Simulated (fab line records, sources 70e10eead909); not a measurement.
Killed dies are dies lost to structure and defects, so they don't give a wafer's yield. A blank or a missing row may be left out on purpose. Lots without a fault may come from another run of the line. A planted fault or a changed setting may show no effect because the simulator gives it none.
Tool commonality check | flow nand_harc | 13 lots, 39 wafers sampled

WHY IT WAS OPENED
At NHARC_A_ONON_D1_THK_MEAS_21 the reading thk_nm is flagged on 2 of 13 lots. Wafers without a fault read 1001 nm, standard deviation 13.
Rule: a lot is flagged when every wafer of it that has a number lies more than 4 standard deviations from that mean, or none has a number. The other lots count as sound.

lot  | measured     | on            | thk_nm (nm), wafer by wafer | flag
L871 | day 8 18:35  | film_metro-01 | 1007 1006 1005              |
L872 | day 9 03:30  | film_metro-01 | 1010 1008 1010              |
L873 | day 9 11:27  | film_metro-01 | 1008 1007 1007              |
L875 | day 10 16:37 | film_metro-01 | 1007 1006 1005              |
L877 | day 11 02:13 | film_metro-02 | 1000 998 999                |
L878 | day 11 20:24 | film_metro-02 | 971 970 971                 |
L881 | day 12 18:34 | film_metro-01 | 570 570 570                 | FLAGGED
L882 | day 13 08:56 | film_metro-02 | 596 596 595                 | FLAGGED
L888 | day 15 14:29 | film_metro-01 | 1010 1010 1010              |
L889 | day 16 06:06 | film_metro-02 | 982 982 982                 |
L891 | day 16 19:55 | film_metro-01 | 1011 1012 1012              |
L890 | day 16 23:47 | film_metro-01 | 986 983 984                 |
L893 | day 18 02:57 | film_metro-02 | 986 987 986                 |
The numbers of the flagged lots are 583 nm on average: -418 nm against the usual, or -32 standard deviations.

WHICH TOOL RAN EACH LOT
The record holds 2 process steps before the reading, out of a route of 1302 steps. In each cell: the tool, then ch and the chambers that the sampled wafers went through, then the start.
lot  | flag    | NHARC_P_BONDPAD_ACTIVATE_29        | NHARC_A_ONON_D1_DEP_19
L871 |         | rie_diel-05 ch 0,2,3, day 7 03:43  | pecvd_onon-03 ch 0, day 8 18:08
L872 |         | rie_diel-05 ch 0,1,2, day 7 14:49  | pecvd_onon-03 ch 0, day 9 02:59
L873 |         | rie_diel-12 ch 0,3, day 7 23:20    | pecvd_onon-04 ch 0, day 9 10:58
L875 |         | rie_diel-05 ch 2,3, day 9 01:50    | pecvd_onon-02 ch 0, day 10 16:10
L877 |         | rie_diel-12 ch 0,1, day 9 16:10    | pecvd_onon-02 ch 0, day 11 01:42
L878 |         | rie_diel-05 ch 1,2, day 10 07:44   | pecvd_onon-03 ch 0, day 11 19:57
L881 | FLAGGED | rie_diel-05 ch 0,3, day 11 07:25   | pecvd_onon-02 ch 0, day 12 18:07
L882 | FLAGGED | rie_diel-05 ch 0,1,2, day 11 18:43 | pecvd_onon-02 ch 0, day 13 08:29
L888 |         | rie_diel-12 ch 2,3, day 14 04:08   | pecvd_onon-02 ch 0, day 15 13:58
L889 |         | rie_diel-08 ch 1,2,3, day 14 14:53 | pecvd_onon-04 ch 0, day 16 05:39
L891 |         | rie_diel-12 ch 1,2, day 15 09:47   | pecvd_onon-02 ch 0, day 16 19:25
L890 |         | rie_diel-05 ch 2,3, day 15 13:07   | pecvd_onon-04 ch 0, day 16 23:16
L893 |         | rie_diel-12 ch 0,3, day 16 15:53   | pecvd_onon-04 ch 0, day 18 02:30
What these steps do:
- NHARC_P_BONDPAD_ACTIVATE_29: chemistry N2, time 60 s.
- NHARC_A_ONON_D1_DEP_19: target thk 1000 nm.
- NHARC_A_ONON_D1_THK_MEAS_21: measures by ellipsometry.

FLAGGED OVER TOTAL, TOOL BY TOOL (the gauges that took the reading come last)
step                        | tool          | lots run | flagged | share of the flagged lots | sound lots run after its first flagged lot
NHARC_P_BONDPAD_ACTIVATE_29 | rie_diel-05   | 7        | 2       | all                       | 1 (L890)
NHARC_P_BONDPAD_ACTIVATE_29 | rie_diel-08   | 1        | 0       | none                      | -
NHARC_P_BONDPAD_ACTIVATE_29 | rie_diel-12   | 5        | 0       | none                      | -
NHARC_A_ONON_D1_DEP_19      | pecvd_onon-02 | 6        | 2       | all                       | 2 (L888,L891)
NHARC_A_ONON_D1_DEP_19      | pecvd_onon-03 | 3        | 0       | none                      | -
NHARC_A_ONON_D1_DEP_19      | pecvd_onon-04 | 4        | 0       | none                      | -
NHARC_A_ONON_D1_THK_MEAS_21 | film_metro-01 | 8        | 1       | some                      | 3 (L888,L891,L890)
NHARC_A_ONON_D1_THK_MEAS_21 | film_metro-02 | 5        | 1       | some                      | 2 (L889,L893)

WHAT THE TABLE ALLOWS
2 rows of the table ran every flagged lot: rie_diel-05 at NHARC_P_BONDPAD_ACTIVATE_29, pecvd_onon-02 at NHARC_A_ONON_D1_DEP_19.
- rie_diel-05 at NHARC_P_BONDPAD_ACTIVATE_29: 2 of its 7 lots flagged. Sound lots ran on it after the first flagged one (L890), which a lasting fault on the whole tool wouldn't allow.
- pecvd_onon-02 at NHARC_A_ONON_D1_DEP_19: 2 of its 6 lots flagged. Sound lots ran on it after the first flagged one (L888, L891), which a lasting fault on the whole tool wouldn't allow.
No row of the table ran every flagged lot and no sound lot after the first.

WHAT THE SIMULATOR HAD PUT IN
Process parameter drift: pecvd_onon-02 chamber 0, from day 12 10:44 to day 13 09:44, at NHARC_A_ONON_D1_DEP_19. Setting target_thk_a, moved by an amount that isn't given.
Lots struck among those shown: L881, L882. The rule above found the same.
